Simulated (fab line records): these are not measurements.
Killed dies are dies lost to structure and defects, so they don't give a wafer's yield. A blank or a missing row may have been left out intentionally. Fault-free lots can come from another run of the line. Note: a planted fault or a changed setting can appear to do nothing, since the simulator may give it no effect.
Chamber matching :: flow n5_finfet :: pecvd-03 running N5_PASSIVATION_PECVD_00: 3 sister chambers
The step deposits SiO2 from SiH4/N2O, target thk 200 nm, time 11.2 s. 3 wafers are shown with their chamber, then 10 later ones without.

== EACH WAFER AND ITS CHAMBER ==
wafer: L087.3
chamber: 0
showerhead_plenum_p_Torr (Torr): 8.07

wafer: L092.2
chamber: 2
showerhead_plenum_p_Torr (Torr): 8.14

wafer: L092.4
chamber: 1
showerhead_plenum_p_Torr (Torr): 8.12

== WAFERS WITHOUT THEIR CHAMBER ==
wafer: L092.6
showerhead_plenum_p_Torr (Torr): 8.02

wafer: L093.2
showerhead_plenum_p_Torr (Torr): 8.17

wafer: L093.5
showerhead_plenum_p_Torr (Torr): 8.04

wafer: L093.6
showerhead_plenum_p_Torr (Torr): 8.18

wafer: L096.2
showerhead_plenum_p_Torr (Torr): 8.03

wafer: L096.3
showerhead_plenum_p_Torr (Torr): 8.12

wafer: L096.4
showerhead_plenum_p_Torr (Torr): 8.18

wafer: L097.1
showerhead_plenum_p_Torr (Torr): 8.03

wafer: L097.2
showerhead_plenum_p_Torr (Torr): 8.12

wafer: L097.6
showerhead_plenum_p_Torr (Torr): 8.05

== WHICH CHAMBER EACH WENT THROUGH ==
wafer: L092.6
from the rows above: can't be placed: 0 or 1
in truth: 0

wafer: L093.2
from the rows above: can't be placed: 2 or 1
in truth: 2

wafer: L093.5
from the rows above: can't be placed: 0 or 1
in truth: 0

wafer: L093.6
from the rows above: can't be placed: 2 or 1
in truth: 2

wafer: L096.2
from the rows above: can't be placed: 0 or 1
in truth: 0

wafer: L096.3
from the rows above: can't be placed: 1 or 2 or 0
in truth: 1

wafer: L096.4
from the rows above: can't be placed: 2 or 1
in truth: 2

wafer: L097.1
from the rows above: can't be placed: 0 or 1
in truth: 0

wafer: L097.2
from the rows above: can't be placed: 1 or 2 or 0
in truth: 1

wafer: L097.6
from the rows above: can't be placed: 0 or 1
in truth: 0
Placed correctly: 0 of 10. Can't be placed from these rows: 10 (the true chamber is among the candidates in 10). Placed wrongly: 0.
How it was worked out, from the rows above alone: a wafer's distance from a chamber is the root of the sum, over the readings, of the square of ((its reading less the chamber's mean) divided by the reading's scatter). If the next closest chamber is less than 2 further off than the closest, the wafer can't be placed; otherwise it belongs to the closest. Each chamber's mean is taken over the wafers shown for it. The scatter: root of mean squared gap, hidden wafer to nearest shown wafer, with one shown wafer a chamber.
